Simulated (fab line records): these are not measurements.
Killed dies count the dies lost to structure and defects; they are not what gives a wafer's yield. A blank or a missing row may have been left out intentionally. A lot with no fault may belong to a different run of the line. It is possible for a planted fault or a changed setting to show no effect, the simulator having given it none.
Check for tools in common | flow nandHarc | Lots sampled 11, wafers sampled 36

WHY IT WAS OPENED
Flagged at NHARC_P_CONTACT_CD_MEAS_12: reading cdNm, on 1 of 11 lots. Wafers without a fault read 89.6 nm, standard deviation 0.81.
Rule: a lot is flagged when every wafer of it that has a number lies more than 4 standard deviations from that mean, or none has a number. The other lots count as sound.

lot  | measured     | on       | cdNm (nm), wafer by wafer     | flag
L875 | day 6 12:00  | cdSem-03 | 89.1 89.4 90.2                | 
L881 | day 8 17:00  | cdSem-02 | 89.6 90.5 89.4                | 
L882 | day 9 05:37  | cdSem-01 | 81.4 82.3 82.0 81.9 82.2 82.3 | FLAGGED
L884 | day 10 01:12 | cdSem-03 | 89.1 89.6 88.6                | 
L889 | day 12 15:38 | cdSem-03 | 91.1 89.2 89.7                | 
L891 | day 13 01:52 | cdSem-01 | 89.8 89.8 89.7                | 
L893 | day 13 15:43 | cdSem-02 | 89.5 89.5 90.5                | 
L894 | day 14 06:59 | cdSem-03 | 89.7 90.8 91.7                | 
L895 | day 14 22:28 | cdSem-02 | 90.5 89.6 90.7                | 
L896 | day 15 01:45 | cdSem-03 | 90.6 89.4 90.4                | 
L897 | day 15 08:29 | cdSem-02 | 91.0 90.5 89.5                | 
Average over the flagged lots: 82.0 nm; offset from the usual -7.6 nm, equal to -9 standard deviations.

TOOL THAT RAN EACH LOT
The record keeps 1 process step preceding the reading, out of 1302 steps on the route. Every cell lists first the tool, next ch and the chambers used by the sampled wafers, and last the start.
lot  | flag    | NHARC_P_CONTACT_EXPOSE_09
L875 |         | arfiScanner-01 ch 0, day 6 11:52
L881 |         | arfiScanner-01 ch 0, day 8 16:52
L882 | FLAGGED | arfiScanner-02 ch 0, day 9 05:28
L884 |         | arfiScanner-02 ch 0, day 10 01:04
L889 |         | arfiScanner-02 ch 0, day 12 15:29
L891 |         | arfiScanner-03 ch 0, day 13 01:44
L893 |         | arfiScanner-02 ch 0, day 13 15:34
L894 |         | arfiScanner-01 ch 0, day 14 06:50
L895 |         | arfiScanner-02 ch 0, day 14 22:20
L896 |         | arfiScanner-02 ch 0, day 15 01:37
L897 |         | arfiScanner-01 ch 0, day 15 08:21
What is done by these steps:
- NHARC_P_CONTACT_EXPOSE_09: exposes mask P CA, target cd 90 nm.
- NHARC_P_CONTACT_CD_MEAS_12: target cd 90 nm.

FLAGGED AGAINST TOTAL, ONE TOOL AT A TIME (gauges that did the reading follow at the end)
step                       | tool           | lots run | flagged | share of the flagged lots | sound lots run after its first flagged lot
NHARC_P_CONTACT_EXPOSE_09  | arfiScanner-01 | 4        | 0       | none                      | -
NHARC_P_CONTACT_EXPOSE_09  | arfiScanner-02 | 6        | 1       | all                       | 5 (L884,L889,L893,L895,L896)
NHARC_P_CONTACT_EXPOSE_09  | arfiScanner-03 | 1        | 0       | none                      | -
NHARC_P_CONTACT_CD_MEAS_12 | cdSem-01       | 2        | 1       | all                       | 1 (L891)
NHARC_P_CONTACT_CD_MEAS_12 | cdSem-02       | 4        | 0       | none                      | -
NHARC_P_CONTACT_CD_MEAS_12 | cdSem-03       | 5        | 0       | none                      | -

WHAT IS ALLOWED BY THE TABLE
Table rows that saw every flagged lot: 2, namely arfiScanner-02 at NHARC_P_CONTACT_EXPOSE_09 and cdSem-01 at NHARC_P_CONTACT_CD_MEAS_12.
- arfiScanner-02 at NHARC_P_CONTACT_EXPOSE_09: 1 of its 6 lots flagged. After the first flagged lot (L884, L889, L893, L895, L896), sound lots still ran on it; a lasting fault on the whole tool would not permit that.
- cdSem-01 at NHARC_P_CONTACT_CD_MEAS_12: 1 of its 2 lots flagged. After the first flagged lot (L891), sound lots still ran on it; a lasting fault on the whole tool would not permit that.
There is no row in the table that ran each flagged lot and no sound lot after the first.

WHAT THE SIMULATOR HAD INSERTED
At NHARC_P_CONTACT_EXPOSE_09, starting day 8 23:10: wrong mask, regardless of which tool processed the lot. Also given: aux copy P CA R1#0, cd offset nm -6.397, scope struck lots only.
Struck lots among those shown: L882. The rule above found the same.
